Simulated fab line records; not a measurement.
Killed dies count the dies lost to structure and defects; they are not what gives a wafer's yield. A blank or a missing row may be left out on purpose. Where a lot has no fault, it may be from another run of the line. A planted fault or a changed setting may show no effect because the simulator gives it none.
What tool caused it? | flow n5 finfet | 20 lots, 60 wafers sampled, at 6 steps of a route of 1938

== WHAT THE GAUGES READ, wafer by wafer ==
The record lacks any reading of a measuring or inspecting step that a usual standard deviation could be used to judge.

== TOOL THAT RAN EACH LOT (tool first, then ch and the chambers of the sampled wafers, then the start) ==
lot  | N5_BEOL_M8_DESCUM_16               | N5_BEOL_M8_ETCH_72                 | N5_BEOL_M8_ETCH_65                 | N5_BEOL_M8_ETCH_41                            | N5_BEOL_M8_ANNEAL_51             | N5_BEOL_M9_CURE_71
L074 | rie diel-03 ch 0,1,2, day 9 08:19  | rie diel-03 ch 0,1,2, day 9 10:06  | rie diel-03 ch 0,1,2, day 9 10:07  | rie diel-03 ch 0,1,2, day 9 12:26 or earlier  | rtp anneal-02 ch 0, day 9 12:26  | uv cure-02 ch 1, day 9 13:20
L077 | rie diel-02 ch 0,2,3, day 9 11:11  | rie diel-02 ch 1,2,3, day 9 14:29  | rie diel-02 ch 1,2,3, day 9 14:31  | rie diel-02 ch 1,2,3, day 9 16:37 or earlier  | rtp anneal-01 ch 0, day 9 16:37  | uv cure-03 ch 0, day 9 17:53
L076 | rie diel-02 ch 1,2,3, day 9 11:27  | rie diel-03 ch 0,1,2, day 9 14:46  | rie diel-03 ch 0,1,2, day 9 14:47  | rie diel-03 ch 0,1,2, day 9 17:04 or earlier  | rtp anneal-01 ch 0, day 9 17:04  | uv cure-01 ch 2, day 9 18:34
L078 | rie diel-03 ch 0,1,2, day 10 00:48 | rie diel-02 ch 2,3, day 10 02:07   | rie diel-02 ch 2,3, day 10 02:08   | rie diel-02 ch 2,3, day 10 04:14 or earlier   | rtp anneal-01 ch 0, day 10 04:14 | uv cure-02 ch 2, day 10 05:20
L080 | rie diel-02 ch 0,2,3, day 10 06:33 | rie diel-02 ch 0,2,3, day 10 08:07 | rie diel-02 ch 0,2,3, day 10 08:08 | rie diel-02 ch 0,2,3, day 10 10:08 or earlier | rtp anneal-01 ch 0, day 10 10:08 | uv cure-03 ch 1, day 10 11:00
L079 | rie diel-01 ch 1,2,3, day 10 06:47 | rie diel-03 ch 0,1,2, day 10 08:10 | rie diel-03 ch 0,1,2, day 10 08:11 | rie diel-03 ch 0,1,2, day 10 10:37 or earlier | rtp anneal-01 ch 0, day 10 10:37 | uv cure-01 ch 2, day 10 11:34
L081 | rie diel-02 ch 1,2,3, day 10 09:31 | rie diel-03 ch 0,1, day 10 11:17   | rie diel-03 ch 0,1, day 10 11:19   | rie diel-03 ch 0,1, day 10 13:22 or earlier   | rtp anneal-02 ch 0, day 10 13:22 | uv cure-03 ch 1, day 10 14:18
L082 | rie diel-03 ch 0,1,3, day 10 16:10 | rie diel-02 ch 0,1,2, day 10 17:05 | rie diel-02 ch 0,1,2, day 10 17:07 | rie diel-02 ch 0,1,2, day 10 19:11 or earlier | rtp anneal-02 ch 0, day 10 19:11 | uv cure-02 ch 0, day 10 20:09
L083 | rie diel-02 ch 0,2,3, day 11 15:14 | rie diel-03 ch 0,2,3, day 11 18:31 | rie diel-03 ch 0,2,3, day 11 18:32 | rie diel-03 ch 0,2,3, day 11 20:45 or earlier | rtp anneal-02 ch 0, day 11 20:45 | uv cure-01 ch 0, day 11 21:41
L086 | rie diel-03 ch 0,2, day 11 19:46   | rie diel-03 ch 0,1,3, day 12 00:24 | rie diel-03 ch 0,1,3, day 12 00:25 | rie diel-03 ch 0,1,3, day 12 04:22 or earlier | rtp anneal-01 ch 0, day 12 04:22 | uv cure-01 ch 0, day 12 05:14
L084 | rie diel-03 ch 0,1,3, day 11 21:07 | rie diel-02 ch 0,2,3, day 12 00:10 | rie diel-02 ch 0,2,3, day 12 00:11 | rie diel-02 ch 0,2,3, day 12 04:23 or earlier | rtp anneal-02 ch 0, day 12 04:23 | uv cure-03 ch 1, day 12 05:17
L085 | rie diel-01 ch 2,3, day 11 21:53   | rie diel-02 ch 0,3, day 12 00:34   | rie diel-02 ch 0,3, day 12 00:35   | rie diel-02 ch 0,3, day 12 04:42 or earlier   | rtp anneal-02 ch 0, day 12 04:42 | uv cure-02 ch 2, day 12 05:38
L088 | rie diel-01 ch 1,2,3, day 12 19:29 | rie diel-03 ch 0,1,3, day 12 20:46 | rie diel-03 ch 0,1,3, day 12 20:47 | rie diel-03 ch 0,1,3, day 13 00:08 or earlier | rtp anneal-02 ch 0, day 13 00:08 | uv cure-02 ch 0, day 13 01:00
L089 | rie diel-02 ch 1,2, day 12 20:47   | rie diel-03 ch 1,2,3, day 12 22:55 | rie diel-03 ch 1,2,3, day 12 22:56 | rie diel-03 ch 1,2,3, day 13 01:25 or earlier | rtp anneal-01 ch 0, day 13 01:25 | uv cure-02 ch 2, day 13 02:17
L091 | rie diel-03 ch 0,2, day 12 21:29   | rie diel-02 ch 1,2,3, day 12 23:17 | rie diel-02 ch 1,2,3, day 12 23:18 | rie diel-02 ch 1,2,3, day 13 01:28 or earlier | rtp anneal-02 ch 0, day 13 01:28 | uv cure-01 ch 0, day 13 02:50
L090 | rie diel-03 ch 0,1, day 12 23:35   | rie diel-02 ch 2,3, day 13 00:41   | rie diel-02 ch 2,3, day 13 00:42   | rie diel-02 ch 2,3, day 13 03:07 or earlier   | rtp anneal-01 ch 0, day 13 03:07 | uv cure-01 ch 2, day 13 04:02
L093 | rie diel-02 ch 0,1,2, day 13 18:31 | rie diel-03 ch 0,3, day 13 19:35   | rie diel-03 ch 0,3, day 13 19:37   | rie diel-03 ch 0,3, day 13 22:15 or earlier   | rtp anneal-01 ch 0, day 13 22:15 | uv cure-02 ch 1, day 13 23:13
L092 | rie diel-03 ch 0,2,3, day 14 02:18 | rie diel-01 ch 2,3, day 14 04:31   | rie diel-01 ch 2,3, day 14 04:32   | rie diel-01 ch 2,3, day 14 08:32 or earlier   | rtp anneal-01 ch 0, day 14 08:32 | uv cure-02 ch 0, day 14 09:49
L096 | rie diel-03 ch 0,1,3, day 15 11:41 | rie diel-03 ch 1,2,3, day 15 12:49 | rie diel-03 ch 1,2,3, day 15 12:50 | rie diel-03 ch 1,2,3, day 15 16:53 or earlier | rtp anneal-01 ch 0, day 15 16:53 | uv cure-01 ch 2, day 15 17:45
L097 | rie diel-03 ch 1,3, day 15 12:31   | rie diel-03 ch 0,2,3, day 15 15:17 | rie diel-03 ch 0,2,3, day 15 15:18 | rie diel-03 ch 0,2,3, day 15 17:32 or earlier | rtp anneal-02 ch 0, day 15 17:32 | uv cure-03 ch 0, day 15 18:23
- N5_BEOL_M8_DESCUM_16: chemistry O2, time 7.9 s.
- N5_BEOL_M8_ETCH_72: etches underlayer in N2/H2, target depth 6.5 nm, time 5.2 s.
- N5_BEOL_M8_ETCH_65: etches SiARC in CF4, target depth 15.6 nm, time 26 s.
- N5_BEOL_M8_ETCH_41: etches SiCN in CH3F/O2, target depth 31.9 nm, time 57.8 s.
- N5_BEOL_M8_ANNEAL_51: time 90 s.
- N5_BEOL_M9_CURE_71: cures SiCOH lowk, time 240 s.

== WHAT THE TOOLS THEMSELVES READ (means of the sampled wafers that have a number; where no wafer has one, the mark that the record gives instead) ==
N5_BEOL_M8_DESCUM_16. Usual: drypump motor current A 5.9 A, standard deviation 0.45; oes product au 0.82 a.u., standard deviation 0.094; rf vpp V 243.2 V, standard deviation 1.4; showerhead plenum p Torr 2.09 Torr, standard deviation 0.071; throttle valve pct 20.24 %, standard deviation 0.24.
lot  | tool        | drypump motor current A (A) | oes product au (a.u.) | rf vpp V (V) | showerhead plenum p Torr (Torr) | throttle valve pct (%) | flag
L074 | rie diel-03 | 6.2                         | 0.81                  | 242.6        | 2.07                            | 20.21                  |
L077 | rie diel-02 | 5.6                         | 0.84                  | 243.8        | 2.11                            | 20.32                  |
L076 | rie diel-02 | 5.4                         | 0.80                  | 242.9        | 2.07                            | 20.45                  |
L078 | rie diel-03 | 6.2                         | 0.79                  | 243.0        | 2.07                            | 20.23                  |
L080 | rie diel-02 | 5.7                         | 0.82                  | 243.2        | 2.11                            | 20.34                  |
L079 | rie diel-01 | 5.9                         | 0.82                  | 242.7        | 2.10                            | 20.13                  |
L081 | rie diel-02 | 5.4                         | 0.79                  | 242.6        | 2.07                            | 20.46                  |
L082 | rie diel-03 | 6.1                         | 0.88                  | 243.3        | 2.09                            | 20.23                  |
L083 | rie diel-02 | 5.7                         | 0.81                  | 244.0        | 2.11                            | 20.36                  |
L086 | rie diel-03 | 6.3                         | 0.83                  | 242.3        | 2.03                            | 20.07                  |
L084 | rie diel-03 | 6.1                         | 0.85                  | 243.3        | 2.09                            | 20.26                  |
L085 | rie diel-01 | 5.8                         | 0.76                  | 243.2        | 2.11                            | 20.12                  |
L088 | rie diel-01 | 5.9                         | 0.78                  | 244.1        | 2.10                            | 20.17                  |
L089 | rie diel-02 | 5.3                         | 0.91                  | 244.4        | 2.17                            | 20.45                  |
L091 | rie diel-03 | 6.3                         | 0.81                  | 242.2        | 2.02                            | 20.10                  |
L090 | rie diel-03 | 6.0                         | 0.75                  | 243.8        | 2.12                            | 20.28                  |
L093 | rie diel-02 | 5.3                         | 0.85                  | 244.2        | 2.15                            | 20.25                  |
L092 | rie diel-03 | 6.3                         | 0.82                  | 241.8        | 2.02                            | 20.27                  |
L096 | rie diel-03 | 6.1                         | 0.88                  | 243.4        | 2.08                            | 20.18                  |
L097 | rie diel-03 | 6.1                         | 0.89                  | 243.6        | 2.08                            | 20.36                  |

N5_BEOL_M8_ETCH_72. Usual: for bias w, 150.0 W with a standard deviation of 0.46; for drypump motor current A, 5.9 A with a standard deviation of 0.45; for etch rf on time s, 5.19 s with a standard deviation of 0.06; for oes product au, 0.70 a.u. with a standard deviation of 0.083; for rf vpp V, 523.7 V with a standard deviation of 2.5; for showerhead plenum p Torr, 2.53 Torr with a standard deviation of 0.081; for throttle valve pct, 17.73 % with a standard deviation of 0.22.
lot  | tool        | bias w (W) | drypump motor current A (A) | etch rf on time s (s) | oes product au (a.u.) | rf vpp V (V) | showerhead plenum p Torr (Torr) | throttle valve pct (%) | flag
L074 | rie diel-03 | 150.7      | 6.2                         | 5.20                  | 0.68                  | 522.7        | 2.51                            | 17.66                  |
L077 | rie diel-02 | 150.1      | 5.5                         | 5.19                  | 0.68                  | 523.6        | 2.52                            | 17.89                  |
L076 | rie diel-03 | 150.0      | 6.2                         | 5.19                  | 0.68                  | 523.3        | 2.51                            | 17.66                  |
L078 | rie diel-02 | 150.3      | 5.8                         | 5.22                  | 0.75                  | 525.4        | 2.58                            | 17.92                  |
L080 | rie diel-02 | 149.9      | 5.7                         | 5.20                  | 0.71                  | 525.5        | 2.57                            | 17.78                  |
L079 | rie diel-03 | 149.9      | 6.2                         | 5.20                  | 0.67                  | 523.3        | 2.51                            | 17.65                  |
L081 | rie diel-03 | 150.2      | 6.0                         | 5.25                  | 0.67                  | 524.0        | 2.58                            | 17.69                  |
L082 | rie diel-02 | 149.9      | 5.3                         | 5.18                  | 0.67                  | 523.4        | 2.51                            | 17.81                  |
L083 | rie diel-03 | 149.6      | 6.3                         | 5.17                  | 0.72                  | 520.2        | 2.47                            | 17.68                  |
L086 | rie diel-03 | 150.0      | 6.1                         | 5.16                  | 0.72                  | 523.5        | 2.54                            | 17.69                  |
L084 | rie diel-02 | 149.6      | 5.7                         | 5.18                  | 0.69                  | 524.2        | 2.56                            | 17.80                  |
L085 | rie diel-02 | 150.1      | 5.7                         | 5.26                  | 0.65                  | 524.1        | 2.55                            | 17.76                  |
L088 | rie diel-03 | 150.1      | 6.1                         | 5.21                  | 0.71                  | 521.7        | 2.53                            | 17.71                  |
L089 | rie diel-03 | 150.2      | 6.2                         | 5.19                  | 0.65                  | 523.5        | 2.50                            | 17.88                  |
L091 | rie diel-02 | 149.5      | 5.4                         | 5.23                  | 0.74                  | 525.9        | 2.62                            | 17.79                  |
L090 | rie diel-02 | 150.0      | 5.7                         | 5.20                  | 0.71                  | 525.8        | 2.57                            | 17.96                  |
L093 | rie diel-03 | 150.2      | 6.3                         | 5.12                  | 0.76                  | 522.6        | 2.49                            | 17.72                  |
L092 | rie diel-01 | 150.3      | 5.8                         | 5.17                  | 0.63                  | 524.2        | 2.56                            | 17.68                  |
L096 | rie diel-03 | 149.8      | 6.2                         | 5.07                  | 0.80                  | 527.8        | 2.60                            | 17.62                  |
L097 | rie diel-03 | 149.9      | 6.3                         | 5.14                  | 0.77                  | 523.9        | 2.56                            | 17.58                  |

N5_BEOL_M8_ETCH_65. Usual: for bias w, 36.00 W with a standard deviation of 0.11; for drypump motor current A, 5.9 A with a standard deviation of 0.45; for etch rf on time s, 25.89 s with a standard deviation of 0.29; for oes product au, 0.70 a.u. with a standard deviation of 0.084; for rf vpp V, 184.1 V with a standard deviation of 1.1; for showerhead plenum p Torr, 2.13 Torr with a standard deviation of 0.065; for throttle valve pct, 15.47 % with a standard deviation of 0.24.
lot  | tool        | bias w (W) | drypump motor current A (A) | etch rf on time s (s) | oes product au (a.u.) | rf vpp V (V) | showerhead plenum p Torr (Torr) | throttle valve pct (%) | flag
L074 | rie diel-03 | 35.97      | 6.2                         | 25.69                 | 0.68                  | 183.3        | 2.11                            | 15.41                  |
L077 | rie diel-02 | 35.96      | 5.4                         | 26.08                 | 0.68                  | 183.0        | 2.13                            | 15.65                  |
L076 | rie diel-03 | 36.05      | 6.2                         | 26.04                 | 0.68                  | 183.6        | 2.11                            | 15.42                  |
L078 | rie diel-02 | 36.03      | 5.7                         | 25.79                 | 0.75                  | 184.7        | 2.18                            | 15.70                  |
L080 | rie diel-02 | 36.08      | 5.7                         | 26.02                 | 0.70                  | 183.9        | 2.16                            | 15.54                  |
L079 | rie diel-03 | 35.98      | 6.2                         | 26.01                 | 0.67                  | 183.3        | 2.11                            | 15.43                  |
L081 | rie diel-03 | 36.07      | 6.0                         | 25.72                 | 0.66                  | 184.4        | 2.17                            | 15.45                  |
L082 | rie diel-02 | 36.00      | 5.3                         | 26.02                 | 0.67                  | 184.4        | 2.12                            | 15.55                  |
L083 | rie diel-03 | 36.11      | 6.3                         | 26.02                 | 0.72                  | 182.9        | 2.08                            | 15.40                  |
L086 | rie diel-03 | 35.95      | 6.1                         | 25.77                 | 0.72                  | 183.1        | 2.13                            | 15.42                  |
L084 | rie diel-02 | 36.02      | 5.7                         | 25.99                 | 0.69                  | 185.4        | 2.16                            | 15.58                  |
L085 | rie diel-02 | 35.95      | 5.7                         | 26.14                 | 0.65                  | 184.2        | 2.15                            | 15.52                  |
L088 | rie diel-03 | 36.04      | 6.1                         | 25.85                 | 0.71                  | 183.6        | 2.13                            | 15.44                  |
L089 | rie diel-03 | 35.98      | 6.2                         | 25.75                 | 0.66                  | 183.8        | 2.11                            | 15.60                  |
L091 | rie diel-02 | 35.86      | 5.4                         | 25.79                 | 0.74                  | 184.5        | 2.20                            | 15.54                  |
L090 | rie diel-02 | 35.96      | 5.7                         | 25.77                 | 0.72                  | 184.8        | 2.17                            | 15.77                  |
L093 | rie diel-03 | 35.92      | 6.3                         | 25.75                 | 0.76                  | 184.8        | 2.10                            | 15.38                  |
L092 | rie diel-01 | 36.03      | 5.8                         | 26.02                 | 0.63                  | 184.8        | 2.15                            | 15.43                  |
L096 | rie diel-03 | 35.95      | 6.2                         | 25.81                 | 0.80                  | 184.9        | 2.19                            | 15.31                  |
L097 | rie diel-03 | 35.98      | 6.3                         | 25.43                 | 0.77                  | 184.2        | 2.15                            | 15.31                  |

N5_BEOL_M8_ETCH_41. Usual: bias w 74.93 W, standard deviation 0.21; drypump motor current A 5.9 A, standard deviation 0.45; oes product au 0.82 a.u., standard deviation 0.098; rf vpp V 297.1 V, standard deviation 1.6; showerhead plenum p Torr 1.99 Torr, standard deviation 0.064; throttle valve pct 16.18 %, standard deviation 0.24.
lot  | tool        | bias w (W) | drypump motor current A (A) | oes product au (a.u.) | rf vpp V (V) | showerhead plenum p Torr (Torr) | throttle valve pct (%) | flag
L074 | rie diel-03 | 74.91      | 6.2                         | 0.80                  | 297.4        | 1.97                            | 16.11                  |
L077 | rie diel-02 | 75.11      | 5.4                         | 0.81                  | 297.3        | 1.98                            | 16.37                  |
L076 | rie diel-03 | 74.79      | 6.2                         | 0.79                  | 297.0        | 1.97                            | 16.12                  |
L078 | rie diel-02 | 75.16      | 5.7                         | 0.87                  | 297.3        | 2.03                            | 16.42                  |
L080 | rie diel-02 | 74.96      | 5.6                         | 0.83                  | 298.0        | 2.02                            | 16.27                  |
L079 | rie diel-03 | 74.80      | 6.2                         | 0.78                  | 297.0        | 1.97                            | 16.13                  |
L081 | rie diel-03 | 75.10      | 6.0                         | 0.78                  | 297.0        | 2.03                            | 16.14                  |
L082 | rie diel-02 | 75.01      | 5.3                         | 0.80                  | 296.8        | 1.98                            | 16.24                  |
L083 | rie diel-03 | 74.86      | 6.3                         | 0.85                  | 297.0        | 1.94                            | 16.11                  |
L086 | rie diel-03 | 74.92      | 6.1                         | 0.84                  | 297.3        | 1.99                            | 16.13                  |
L084 | rie diel-02 | 74.81      | 5.6                         | 0.81                  | 296.6        | 2.02                            | 16.30                  |
L085 | rie diel-02 | 75.08      | 5.7                         | 0.77                  | 297.1        | 2.01                            | 16.26                  |
L088 | rie diel-03 | 74.93      | 6.1                         | 0.83                  | 297.2        | 1.99                            | 16.15                  |
L089 | rie diel-03 | 74.75      | 6.2                         | 0.76                  | 296.4        | 1.97                            | 16.32                  |
L091 | rie diel-02 | 74.85      | 5.4                         | 0.86                  | 298.4        | 2.06                            | 16.26                  |
L090 | rie diel-02 | 75.05      | 5.7                         | 0.83                  | 298.2        | 2.02                            | 16.46                  |
L093 | rie diel-03 | 74.65      | 6.3                         | 0.89                  | 296.1        | 1.96                            | 16.11                  |
L092 | rie diel-01 | 75.16      | 5.8                         | 0.74                  | 298.1        | 2.02                            | 16.13                  |
L096 | rie diel-03 | 74.96      | 6.2                         | 0.93                  | 297.7        | 2.04                            | 16.04                  |
L097 | rie diel-03 | 74.94      | 6.3                         | 0.90                  | 298.2        | 2.01                            | 16.03                  |

N5_BEOL_M8_ANNEAL_51. Usual: anneal temp c max 226.38, standard deviation 0.29; wafer_temp_C_max 225.76, standard deviation 0.3.
lot  | tool          | anneal temp c max | wafer_temp_C_max | flag
L074 | rtp anneal-02 | 226.09            | 225.42           |
L077 | rtp anneal-01 | 226.47            | 225.84           |
L076 | rtp anneal-01 | 226.28            | 225.78           |
L078 | rtp anneal-01 | 226.36            | 226.09           |
L080 | rtp anneal-01 | 226.11            | 225.84           |
L079 | rtp anneal-01 | 226.40            | 225.83           |
L081 | rtp anneal-02 | 226.49            | 225.75           |
L082 | rtp anneal-02 | 226.56            | 225.63           |
L083 | rtp anneal-02 | 226.96            | 225.58           |
L086 | rtp anneal-01 | 226.05            | 226.09           |
L084 | rtp anneal-02 | 226.50            | 225.37           |
L085 | rtp anneal-02 | 226.41            | 225.63           |
L088 | rtp anneal-02 | 226.48            | 225.57           |
L089 | rtp anneal-01 | 226.25            | 226.20           |
L091 | rtp anneal-02 | 226.54            | 225.54           |
L090 | rtp anneal-01 | 226.72            | 226.10           |
L093 | rtp anneal-01 | 226.43            | 226.17           |
L092 | rtp anneal-01 | 226.20            | 226.21           |
L096 | rtp anneal-01 | 226.16            | 226.01           |
L097 | rtp anneal-02 | 226.42            | 225.47           |

N5_BEOL_M9_CURE_71. Usual: lamp power pct 52.31 %, standard deviation 0.057; wafer_temp_C_max 386.9, standard deviation 0.59.
lot  | tool       | lamp power pct (%) | wafer_temp_C_max | flag
L074 | uv cure-02 | 52.33              | 387.8            |
L077 | uv cure-03 | 52.30              | 387.0            |
L076 | uv cure-01 | 52.26              | 386.7            |
L078 | uv cure-02 | 52.34              | 386.6            |
L080 | uv cure-03 | 52.35              | 386.1            |
L079 | uv cure-01 | 52.24              | 387.2            |
L081 | uv cure-03 | 52.37              | 386.1            |
L082 | uv cure-02 | 52.40              | 387.0            |
L083 | uv cure-01 | 52.25              | 387.4            |
L086 | uv cure-01 | 52.35              | 387.1            |
L084 | uv cure-03 | 52.35              | 386.2            |
L085 | uv cure-02 | 52.32              | 386.4            |
L088 | uv cure-02 | 52.35              | 386.9            |
L089 | uv cure-02 | 52.35              | 386.8            |
L091 | uv cure-01 | 52.29              | 387.4            |
L090 | uv cure-01 | 52.30              | 386.6            |
L093 | uv cure-02 | 52.34              | 388.1            |
L092 | uv cure-02 | 52.30              | 386.5            |
L096 | uv cure-01 | 52.31              | 386.7            |
L097 | uv cure-03 | 52.30              | 387.7            |

== THE ANSWER, worked out from the rows above alone ==
Rule: take the mean of a lot's wafers that have a number; if it is more than 3 standard deviations from the usual mean, the lot is off. Also off: a lot with no number at a reading for which 4 or more lots have one. All remaining lots with rows at the step are treated as sound. Order of review: gauges by route order, followed by the tools' own readings, for which a lot's mean as printed above is used. The first step at which some lot is off is used, and at that step the reading that is off furthest; a lot without a number counts as furthest.
No lot is off at any reading shown: from this, nothing can be told.

== WHAT THE SIMULATOR HAD PUT IN ==
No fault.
